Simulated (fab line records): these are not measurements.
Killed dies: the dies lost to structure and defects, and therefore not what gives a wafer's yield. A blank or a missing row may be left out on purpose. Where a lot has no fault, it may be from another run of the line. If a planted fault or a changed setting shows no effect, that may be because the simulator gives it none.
fab line records    flow nand-harc    part 1 of 2: steps 1 to 21 of 31
record lots=5  wafers=15  last-day=24
route steps=1159 shown A_STAIRCASE@675
lots untouched by any fault: they come from a run of this same line in which no faults occurred
start-h: hours from the record's opening day to when the first of the lot's shown wafers began    wait-h: hours since the lot's step before    " unchanged from the row above    L1.1+2: one row covering several wafers at once    - either no value or no given start    * or withheld: withheld    < > ~ a bound
route shown NAME@n: a module of which the file shows steps, and the number in the route of the first    usual: mean/standard deviation of fault-free wafers    same: alike in all rows    chamber/n: place in a boat    sites: per-site readings    _std_site: the values' standard deviation    _edge_site: the outer-site mean with the inner-site mean subtracted    radius-mm: for every site, how far away it sits from the centre of the wafer    mask NAME#n: copy n    behind: the last tool/chamber to shape the wafer    hold: why the lot went on hold/how many hours it stayed there/how the hold came to an end    device: the transistor (n, p or np) that didn't switch    end of line: tests of these same wafers at the route's end    step lacking rows: just its recipe    killed: dies lost to structure and defects at the first sort, not the wafer's yield    map: per-die view of a wafer (x killed, . not killed, _ where there is no die)
set.NAME: setting as actually run; set.NAME@STEP: the setting as run at that earlier step    model.NAME: the simulator's own value behind a step, which no gauge read
a table for each step, a row for each wafer; lots at some steps of the route
services: the hour from which a tool's chamber was out of use, counted from the record's first day as start-h (under 0 if before that day), plus the number of hours and why
## steps
# step NHARC_A_STAIRCASE_HM_DEP_462
# recipe target-thk-a=8000  temp-c=400  material=aC
# usual throttle-valve-pct=34.999/0.0088
lot.wafer  tool        chamber  start-h  wait-h  throttle-valve-pct
L081.2     acl-dep-03  0        309.68   3.2     35.005
L081.3     "           0        "        "       35.006
L081.5     "           0        "        "       34.994
L082.2     acl-dep-02  0        311.12   3.9     35.004
L082.3     "           0        "        "       34.998
L082.5     "           0        "        "       35.006
L083.3     acl-dep-02  0        313.26   4.1     34.998
L083.4     "           0        "        "       35.009
L083.6     "           0        "        "       35.008
L092.3     acl-dep-02  0        365.18   1.9     35.000
L092.5     "           0        "        "       34.995
L092.6     "           0        "        "       34.991
L097.2     acl-dep-02  0        400.85   1.9     34.991
L097.4     "           0        "        "       34.989
L097.6     "           0        "        "       35.016
# step NHARC_A_STAIRCASE_DEP_301
# recipe target-thk-a=300  target-thk-nm=30  temp-c=400  pressure-torr=3.5  flow-sccm=200  rf-w=350  material=SiON
# usual heater-power-w=774/91  rf-fwd-power-W=348.7/1.1
lot.wafer  tool      chamber  start-h  wait-h  heater-power-w  rf-fwd-power-W
L081.2     pecvd-04  2        311.28   1.3     687             346.7
L081.3     "         0        "        "       807             349.8
L081.5     "         1        "        "       679             349.0
L082.2     pecvd-01  1        312.69   1.3     812             350.0
L082.3     "         2        "        "       661             349.3
L082.5     "         2        "        "       638             350.4
L083.3     pecvd-02  0        314.56   1.0     854             349.1
L083.6     "         2        "        "       830             349.4
L083.4     "         0        "        "       866             349.8
L092.3     pecvd-04  0        366.44   0.9     836             349.1
L092.6     "         0        "        "       813             349.5
L092.5     "         2        "        "       694             346.5
L097.2     pecvd-04  1        402.47   1.3     720             348.5
L097.6     "         2        "        "       669             347.1
L097.4     "         1        "        "       709             348.6
# step NHARC_A_STAIRCASE_DEHYDRATE_302
# recipe temp-c=150  time-s=120
# usual exhaust-pa=45.0/0.87
lot.wafer  tool            chamber  start-h  wait-h  exhaust-pa
L081.2     litho-track-07  0        311.52   0.2     44.5
L081.3     "               0        "        "       45.2
L081.5     "               0        "        "       44.8
L082.2     litho-track-02  0        312.94   0.2     44.0
L082.3     "               0        "        "       44.4
L082.5     "               0        "        "       43.8
L083.3     litho-track-03  0        314.77   0.2     47.0
L083.4     "               0        "        "       46.0
L083.6     "               0        "        "       46.5
L092.3     litho-track-02  0        366.71   0.2     44.5
L092.5     "               0        "        "       45.4
L092.6     "               0        "        "       44.9
L097.2     litho-track-02  0        402.68   0.2     46.0
L097.4     "               0        "        "       44.8
L097.6     "               0        "        "       45.5
# step NHARC_A_STAIRCASE_HMDS_303
# recipe time-s=30
# usual exhaust-pa=45.0/0.92
lot.wafer  tool            chamber  start-h  wait-h  exhaust-pa
L081.2     litho-track-07  0        -        -       44.9
L081.3     "               0        "        "       44.2
L081.5     "               0        "        "       44.8
L082.2     litho-track-02  0        -        -       46.7
L082.3     "               0        "        "       45.7
L082.5     "               0        "        "       45.9
L083.3     litho-track-03  0        -        -       45.1
L083.4     "               0        "        "       44.3
L083.6     "               0        "        "       43.9
L092.3     litho-track-02  0        -        -       45.4
L092.5     "               0        "        "       45.5
L092.6     "               0        "        "       45.1
L097.2     litho-track-02  0        -        -       44.2
L097.4     "               0        "        "       44.1
L097.6     "               0        "        "       44.1
# step NHARC_A_STAIRCASE_COAT_304
# recipe spin-rpm=1200
# usual exhaust-pa=45.0/0.78
lot.wafer  tool            chamber  start-h  wait-h  exhaust-pa
L081.2     litho-track-07  0        -        -       45.6
L081.3     "               0        "        "       45.7
L081.5     "               0        "        "       46.2
L082.2     litho-track-02  0        -        -       44.8
L082.3     "               0        "        "       44.4
L082.5     "               0        "        "       44.5
L083.3     litho-track-03  0        -        -       45.0
L083.4     "               0        "        "       45.4
L083.6     "               0        "        "       44.5
L092.3     litho-track-02  0        -        -       44.3
L092.5     "               0        "        "       45.4
L092.6     "               0        "        "       44.7
L097.2     litho-track-02  0        -        -       45.7
L097.4     "               0        "        "       43.7
L097.6     "               0        "        "       46.2
# step NHARC_A_STAIRCASE_SOFTBAKE_305
# recipe temp-c=135  time-s=170
# usual exhaust-pa=44.9/0.82
lot.wafer  tool            chamber  start-h  wait-h  exhaust-pa
L081.2     litho-track-07  0        -        -       43.9
L081.3     "               0        "        "       43.5
L081.5     "               0        "        "       44.8
L082.2     litho-track-02  0        -        -       45.3
L082.3     "               0        "        "       45.7
L082.5     "               0        "        "       45.2
L083.3     litho-track-03  0        -        -       46.4
L083.4     "               0        "        "       44.9
L083.6     "               0        "        "       45.9
L092.3     litho-track-02  0        -        -       44.4
L092.5     "               0        "        "       44.4
L092.6     "               0        "        "       46.2
L097.2     litho-track-02  0        -        -       45.4
L097.4     "               0        "        "       44.8
L097.6     "               0        "        "       45.5
# step NHARC_A_STAIRCASE_EBR_306
# usual exhaust-pa=45.0/0.89
lot.wafer  tool            chamber  start-h  wait-h  exhaust-pa
L081.2     litho-track-07  0        -        -       44.4
L081.3     "               0        "        "       44.0
L081.5     "               0        "        "       45.1
L082.2     litho-track-02  0        -        -       45.0
L082.3     "               0        "        "       46.1
L082.5     "               0        "        "       45.7
L083.3     litho-track-03  0        -        -       45.6
L083.4     "               0        "        "       46.0
L083.6     "               0        "        "       46.9
L092.3     litho-track-02  0        -        -       44.7
L092.5     "               0        "        "       44.4
L092.6     "               0        "        "       45.3
L097.2     litho-track-02  0        -        -       43.3
L097.4     "               0        "        "       45.9
L097.6     "               0        "        "       43.6
# step NHARC_A_STAIRCASE_EXPOSE_307
# recipe na=0.5  dose-mj=45.72  mask-id=CHOP_50
# usual exposure-dose-mJ-cm2=45.73/0.046  focus-offset-nm=0.0/0.57
lot.wafer  tool            chamber  start-h  wait-h  mask       exposure-dose-mJ-cm2  focus-offset-nm
L081.2     krf-scanner-03  0        311.86   -       CHOP_50#0  45.73                 -0.9
L081.3     "               0        "        "       CHOP_50#0  45.70                 1.0
L081.5     "               0        "        "       CHOP_50#0  45.73                 0.4
L082.2     krf-scanner-01  0        313.27   -       CHOP_50#0  45.73                 0.3
L082.3     "               0        "        "       CHOP_50#0  45.75                 -0.2
L082.5     "               0        "        "       CHOP_50#0  45.71                 0.5
L083.3     krf-scanner-04  0        315.11   -       CHOP_50#0  45.74                 -0.3
L083.4     "               0        "        "       CHOP_50#0  45.68                 0.3
L083.6     "               0        "        "       CHOP_50#0  45.74                 0.2
L092.3     krf-scanner-01  0        367.05   -       CHOP_50#0  45.76                 0.0
L092.5     "               0        "        "       CHOP_50#0  45.66                 -0.1
L092.6     "               0        "        "       CHOP_50#0  45.72                 1.0
L097.2     krf-scanner-03  0        403.02   -       CHOP_50#0  45.68                 0.7
L097.4     "               0        "        "       CHOP_50#0  45.71                 1.0
L097.6     "               0        "        "       CHOP_50#0  45.71                 -0.1
# step NHARC_A_STAIRCASE_PEB_308
# recipe peb-temp-c=115  peb-time-s=130
# usual exhaust-pa=44.9/0.87
lot.wafer  tool            chamber  start-h  wait-h  exhaust-pa
L081.2     litho-track-03  0        311.92   0.1     43.9
L081.3     "               0        "        "       44.5
L081.5     "               0        "        "       44.6
L082.2     litho-track-02  0        313.33   0.1     45.4
L082.3     "               0        "        "       44.4
L082.5     "               0        "        "       45.8
L083.3     litho-track-02  0        315.17   0.1     45.2
L083.4     "               0        "        "       45.2
L083.6     "               0        "        "       44.7
L092.3     litho-track-03  0        367.11   0.0     45.9
L092.5     "               0        "        "       45.0
L092.6     "               0        "        "       45.0
L097.2     litho-track-02  0        403.08   0.1     43.9
L097.4     "               0        "        "       44.0
L097.6     "               0        "        "       43.7
# step NHARC_A_STAIRCASE_DEVELOP_309
# recipe time-s=140
# usual exhaust-pa=45.1/0.97
lot.wafer  tool            chamber  start-h  wait-h  exhaust-pa
L081.2     litho-track-03  0        -        -       45.4
L081.3     "               0        "        "       43.9
L081.5     "               0        "        "       46.1
L082.2     litho-track-02  0        -        -       43.8
L082.3     "               0        "        "       46.0
L082.5     "               0        "        "       45.1
L083.3     litho-track-02  0        -        -       43.4
L083.4     "               0        "        "       43.1
L083.6     "               0        "        "       44.9
L092.3     litho-track-03  0        -        -       44.5
L092.5     "               0        "        "       43.5
L092.6     "               0        "        "       45.2
L097.2     litho-track-02  0        -        -       45.7
L097.4     "               0        "        "       45.9
L097.6     "               0        "        "       46.7
# step NHARC_A_STAIRCASE_HARDBAKE_311
# recipe temp-c=120  time-s=140
# usual exhaust-pa=45.0/0.86
lot.wafer  tool            chamber  start-h  wait-h  exhaust-pa
L081.2     litho-track-07  0        312.15   -       45.4
L081.3     "               0        "        "       44.8
L081.5     "               0        "        "       46.4
L082.2     litho-track-07  0        313.56   -       45.6
L082.3     "               0        "        "       45.5
L082.5     "               0        "        "       45.7
L083.3     litho-track-07  0        315.40   -       42.8
L083.4     "               0        "        "       43.0
L083.6     "               0        "        "       44.4
L092.3     litho-track-02  0        367.34   -       46.1
L092.5     "               0        "        "       46.1
L092.6     "               0        "        "       44.7
L097.2     litho-track-07  0        403.30   -       45.6
L097.4     "               0        "        "       45.8
L097.6     "               0        "        "       44.6
# step NHARC_A_STAIRCASE_DESCUM_312
# recipe time-s=3  o2-flow-sccm=200  ar-flow-sccm=0  bias-power-w=0  chemistry=O2
# usual drypump-motor-current-A=5.9/0.49  oes-product-au=0.998/0.0087  rf-vpp-V=57.7/0.81  showerhead-plenum-p-Torr=1.87/0.057  throttle-valve-pct=11.311/0.0094
lot.wafer  tool         chamber  start-h  wait-h  drypump-motor-current-A  oes-product-au  rf-hours-counter-h  rf-vpp-V  showerhead-plenum-p-Torr  throttle-valve-pct
L081.3     rie-diel-09  1        312.25   -       6.2                      1.008           17                  56.7      1.83                      11.320
L081.2     "            3        "        "       6.6                      1.006           17                  57.1      1.80                      11.322
L081.5     "            1        "        "       6.2                      1.006           -                   57.7      1.84                      11.330
L082.2     rie-diel-10  1        313.66   -       5.3                      0.999           48                  58.6      2.01                      11.322
L082.3     "            3        "        "       5.8                      1.008           51                  58.1      1.89                      11.313
L082.5     "            2        "        "       5.0                      0.987           -                   57.1      1.84                      11.312
L083.3     rie-diel-13  1        315.48   -       6.6                      1.005           11                  57.5      1.89                      11.301
L083.4     "            0        "        "       5.7                      1.012           11                  58.9      1.91                      11.301
L083.6     "            2        "        "       5.9                      0.991           -                   58.3      1.81                      11.306
L092.3     rie-diel-13  3        367.43   -       6.2                      0.991           32                  57.4      1.87                      11.311
L092.5     "            3        "        "       6.2                      1.000           -                   57.8      1.87                      11.306
L092.6     "            0        "        "       5.7                      1.010           -                   58.3      1.90                      11.311
L097.4     rie-diel-13  1        403.40   -       6.6                      1.006           46                  57.6      1.87                      11.330
L097.2     "            2        "        "       5.9                      0.999           44                  56.6      1.80                      11.320
L097.6     "            0        "        "       5.7                      1.004           -                   56.5      1.90                      11.302
# step NHARC_A_STAIRCASE_ETCH_313
# recipe cf4-flow-sccm=100  chf3-flow-sccm=30  ar-flow-sccm=0  rf-w=500  bias-w=200  chemistry=CF4/CHF3
# usual drypump-motor-current-A=5.9/0.48  oes-product-au=0.938/0.023  rf-fwd-power-W=496.7/1.5  rf-vpp-V=369.5/1.7  showerhead-plenum-p-Torr=1.54/0.046  throttle-valve-pct=16.802/0.0091
lot.wafer  tool         chamber  start-h  wait-h  drypump-motor-current-A  oes-product-au  rf-fwd-power-W  rf-hours-counter-h  rf-vpp-V  showerhead-plenum-p-Torr  throttle-valve-pct
L081.2     rie-diel-09  2        312.34   0.1     6.5                      0.922           498.9           16                  368.6     1.49                      16.799
L081.3     "            0        "        "       5.6                      0.913           497.0           18                  370.5     1.58                      16.812
L081.5     "            2        "        "       6.5                      0.922           497.0           -                   367.8     1.49                      16.810
L082.2     rie-diel-10  2        313.90   0.2     5.0                      0.921           496.6           50                  369.5     1.52                      16.788
L082.3     "            0        "        "       5.7                      0.920           499.5           40                  368.0     1.51                      16.825
L082.5     "            2        "        "       5.0                      0.911           495.7           -                   368.8     1.51                      16.809
L083.3     rie-diel-13  0        315.69   0.2     5.7                      0.935           498.0           11                  370.2     1.57                      16.805
L083.4     "            1        "        "       6.6                      0.920           495.8           11                  369.4     1.55                      16.811
L083.6     "            2        "        "       5.8                      0.920           497.9           -                   367.8     1.50                      16.792
L092.3     rie-diel-13  1        367.54   0.1     6.6                      0.987           494.2           33                  370.8     1.55                      16.811
L092.6     "            2        "        "       5.9                      0.968           495.9           -                   367.8     1.49                      16.811
L092.5     "            3        "        "       6.2                      0.958           497.2           -                   369.5     1.54                      16.805
L097.4     rie-diel-13  3        403.48   0.1     6.2                      0.926           494.7           45                  370.2     1.54                      16.796
L097.2     "            1        "        "       6.6                      0.940           494.4           46                  369.5     1.54                      16.824
L097.6     "            0        "        "       5.7                      0.932           495.9           -                   369.9     1.56                      16.798
# step NHARC_A_STAIRCASE_HM_OPEN_463
# recipe o2-flow-sccm=400  cos-flow-sccm=20  ar-flow-sccm=0  rf-w=500  bias-w=300  chemistry=O2/COS
# usual drypump-motor-current-A=5.9/0.49  oes-product-au=0.998/0.0091  rf-fwd-power-W=499.0/1.5  rf-vpp-V=465.6/2  showerhead-plenum-p-Torr=3.05/0.085  throttle-valve-pct=28.331/0.0084
lot.wafer  tool         chamber  start-h  wait-h  drypump-motor-current-A  oes-product-au  rf-fwd-power-W  rf-hours-counter-h  rf-vpp-V  showerhead-plenum-p-Torr  throttle-valve-pct
L081.3     rie-diel-09  3        -        -       6.7                      1.012           498.4           17                  463.9     2.95                      28.341
L081.2     "            0        "        "       5.6                      0.996           497.4           18                  468.2     3.14                      28.348
L081.5     "            0        "        "       5.6                      0.991           497.5           -                   468.7     3.14                      28.330
L082.2     rie-diel-10  0        -        -       5.7                      0.988           499.4           40                  465.7     3.00                      28.333
L082.3     "            1        "        "       5.4                      0.990           499.9           48                  470.0     3.26                      28.339
L082.5     "            3        "        "       5.8                      0.989           499.8           -                   466.2     3.09                      28.331
L083.3     rie-diel-13  2        -        -       5.9                      0.977           500.4           11                  464.4     2.97                      28.327
L083.4     "            3        "        "       6.2                      0.999           497.1           12                  466.4     3.07                      28.347
L083.6     "            2        "        "       5.8                      0.995           498.1           -                   463.6     2.97                      28.327
L092.3     rie-diel-13  3        -        -       6.2                      0.989           497.9           32                  465.2     3.05                      28.328
L092.5     "            0        "        "       5.7                      0.998           500.4           -                   468.1     3.11                      28.341
L092.6     "            1        "        "       6.6                      1.002           499.2           -                   466.7     3.07                      28.333
L097.2     rie-diel-13  3        -        -       6.2                      1.003           500.8           46                  465.7     3.05                      28.324
L097.4     "            0        "        "       5.8                      0.996           498.5           47                  468.5     3.10                      28.329
L097.6     "            2        "        "       5.9                      0.997           498.2           -                   463.4     2.95                      28.341
# step NHARC_A_STAIRCASE_STRIP_464
# recipe o2-flow-sccm=400  cos-flow-sccm=20  ar-flow-sccm=0  bias-w=0  chemistry=O2/COS
lot.wafer   tool         chamber  start-h  wait-h
L081.2+3+5  rie-diel-09  2,0,2    -        -
L082.3+2+5  rie-diel-10  3,0,3    -        -
L083.3+4+6  rie-diel-13  1,0,1    -        -
L092.3+5+6  rie-diel-13  3,0,1    -        -
L097.2+4+6  rie-diel-13  3,0,3    -        -
# step NHARC_A_STAIRCASE_ETCH_453
# recipe target-depth-a=300  overetch-a=30  time-s=16.5  ion-energy-ev=100  cf4-flow-sccm=80  o2-flow-sccm=20  ar-flow-sccm=0  rf-w=300  bias-w=100  chemistry=CF4/O2
# usual drypump-motor-current-A=5.9/0.48  oes_ar_750_au=1.000/0.0051  oes_o_777_au=1.000/0.0042  oes-product-au=0.999/0.0088  rf-fwd-power-W=293.7/1.4  rf-vpp-V=197.1/1.1  showerhead-plenum-p-Torr=1.30/0.038  throttle-valve-pct=13.398/0.0093
lot.wafer  tool         chamber  start-h  wait-h  drypump-motor-current-A  oes_ar_750_au  oes_o_777_au  oes-product-au  rf-fwd-power-W  rf-hours-counter-h  rf-vpp-V  showerhead-plenum-p-Torr  throttle-valve-pct
L081.2     rie-diel-09  1        -        -       6.2                      1.010          0.995         0.989           293.1           17                  197.7     1.28                      13.411
L081.3     "            3        "        "       6.6                      1.008          1.005         1.009           292.8           17                  196.6     1.26                      13.399
L081.5     "            2        "        "       6.5                      0.995          1.000         0.983           294.0           -                   195.1     1.26                      13.373
L082.2     rie-diel-10  1        -        -       5.4                      0.999          0.996         1.004           294.5           50                  198.3     1.40                      13.401
L082.3     "            2        "        "       5.0                      0.997          1.001         0.987           292.9           51                  197.0     1.28                      13.394
L082.5     "            1        "        "       5.4                      0.997          0.997         0.996           292.9           -                   198.5     1.40                      13.395
L083.3     rie-diel-13  2        -        -       5.8                      1.001          1.005         0.987           294.6           11                  196.8     1.27                      13.413
L083.4     "            1        "        "       6.7                      1.002          0.998         1.003           292.7           11                  198.6     1.32                      13.405
L083.6     "            2        "        "       5.8                      1.001          0.998         0.998           292.3           -                   196.1     1.27                      13.410
L092.3     rie-diel-13  0        -        -       5.7                      1.003          0.998         0.999           296.3           34                  198.7     1.33                      13.409
L092.5     "            0        "        "       5.7                      0.995          0.998         0.991           295.9           -                   197.1     1.33                      13.393
L092.6     "            1        "        "       6.6                      1.002          0.997         0.997           291.3           -                   196.0     1.31                      13.388
L097.2     rie-diel-13  0        -        -       5.7                      0.996          1.000         0.996           295.9           47                  198.6     1.33                      13.379
L097.4     "            3        "        "       6.2                      1.008          0.993         1.002           294.2           46                  196.4     1.30                      13.401
L097.6     "            0        "        "       5.7                      1.002          0.996         0.993           295.9           -                   197.2     1.33                      13.419
# step NHARC_A_STAIRCASE_ETCH_315
# recipe target-depth-a=25000  time-s=607.1  ion-energy-ev=800  c4f8-flow-sccm=80  o2-flow-sccm=60  ar-flow-sccm=withheld  rf-w=600  bias-w=3000  chemistry=C4F8/O2/Ar
# usual oes-product-au=0.933/0.011  rf-fwd-power-W=599.3/1.8  rf-vpp-V=1821/7.5
lot.wafer  tool         chamber  start-h  wait-h  oes-product-au  rf-fwd-power-W  rf-hours-counter-h  rf-vpp-V
L081.2     rie-diel-09  2        -        -       0.909           599.8           16                  1814
L081.3     "            3        "        "       0.934           598.9           17                  1812
L081.5     "            0        "        "       0.922           598.9           -                   1829
L082.2     rie-diel-10  1        -        -       0.934           599.7           50                  1838
L082.3     "            2        "        "       0.921           600.7           52                  1818
L082.5     "            0        "        "       0.925           597.9           -                   1816
L083.3     rie-diel-13  1        -        -       0.928           598.4           11                  1823
L083.4     "            3        "        "       0.930           600.1           12                  1823
L083.6     "            1        "        "       0.925           596.6           -                   1825
L092.3     rie-diel-13  1        -        -       0.939           597.6           33                  1824
L092.6     "            2        "        "       0.935           599.7           -                   1812
L092.5     "            3        "        "       0.941           600.6           -                   1820
L097.2     rie-diel-13  3        -        -       0.927           597.3           46                  1822
L097.4     "            1        "        "       0.933           597.2           46                  1822
L097.6     "            3        "        "       0.924           599.4           -                   1820
# step NHARC_A_STAIRCASE_STRIP_316
# recipe o2-flow-sccm=500  ar-flow-sccm=0  bias-w=0  chemistry=O2
# usual drypump-motor-current-A=5.9/0.48  oes-product-au=0.999/0.0093  rf-vpp-V=57.6/0.84  showerhead-plenum-p-Torr=3.45/0.098  throttle-valve-pct=17.035/0.0086
lot.wafer  tool         chamber  start-h  wait-h  drypump-motor-current-A  oes-product-au  rf-hours-counter-h  rf-vpp-V  showerhead-plenum-p-Torr  throttle-valve-pct
L081.3     rie-diel-09  3        -        -       6.6                      1.005           18                  56.9      3.33                      17.039
L081.2     "            1        "        "       6.1                      1.003           17                  58.0      3.39                      17.045
L081.5     "            0        "        "       5.7                      0.984           -                   58.0      3.55                      17.045
L082.3     rie-diel-10  2        -        -       5.0                      0.988           52                  56.7      3.40                      17.049
L082.2     "            3        "        "       5.9                      1.008           53                  56.7      3.49                      17.028
L082.5     "            2        "        "       5.1                      0.992           -                   57.0      3.40                      17.049
L083.3     rie-diel-13  3        -        -       6.2                      0.996           12                  58.3      3.46                      17.024
L083.4     "            2        "        "       5.9                      0.984           11                  57.3      3.36                      17.028
L083.6     "            0        "        "       5.7                      1.004           -                   57.6      3.53                      17.039
L092.3     rie-diel-13  0        -        -       5.7                      0.990           34                  57.9      3.51                      17.041
L092.6     "            0        "        "       5.7                      0.988           -                   58.9      3.51                      17.042
L092.5     "            1        "        "       6.6                      1.003           -                   58.7      3.47                      17.025
L097.2     rie-diel-13  0        -        -       5.7                      1.000           47                  55.9      3.51                      17.031
L097.4     "            2        "        "       5.9                      1.002           44                  56.6      3.34                      17.027
L097.6     "            0        "        "       5.7                      0.991           -                   57.5      3.51                      17.040
# step NHARC_A_STAIRCASE_STRIP_317
# recipe time-s=900  temp-c=130  chemistry=SPM
lot.wafer   tool          chamber  start-h  wait-h
L081.3+5+2  wet-bench-02  6,0,1    313.74   -
L082.3+2+5  wet-bench-07  7,1,4    317.00   -
L083.4+3+6  wet-bench-02  3,7,0    317.06   -
L092.5+6+3  wet-bench-06  1,3,5    368.85   -
L097.6+2+4  wet-bench-07  4,7,0    404.83   -
# step NHARC_A_STAIRCASE_PRECLEAN_318
# recipe time-s=*  temp-c=50  bath-age-min=0  chemistry=SC1
lot.wafer   tool          chamber  start-h  wait-h
L081.3+5+2  wet-bench-02  6,0,1    -        -
L082.3+2+5  wet-bench-07  7,1,4    -        -
L083.4+3+6  wet-bench-02  3,7,0    -        -
L092.5+6+3  wet-bench-06  1,3,5    -        -
L097.6+2+4  wet-bench-07  4,7,0    -        -
# step NHARC_A_STAIRCASE_SRD_329
lot.wafer   tool          chamber  start-h  wait-h
L081.3+5+2  wet-bench-02  6,0,1    -        -
L082.3+2+5  wet-bench-07  7,1,4    -        -
L083.4+3+6  wet-bench-02  3,7,0    -        -
L092.5+6+3  wet-bench-06  1,3,5    -        -
L097.6+2+4  wet-bench-07  4,7,0    -        -
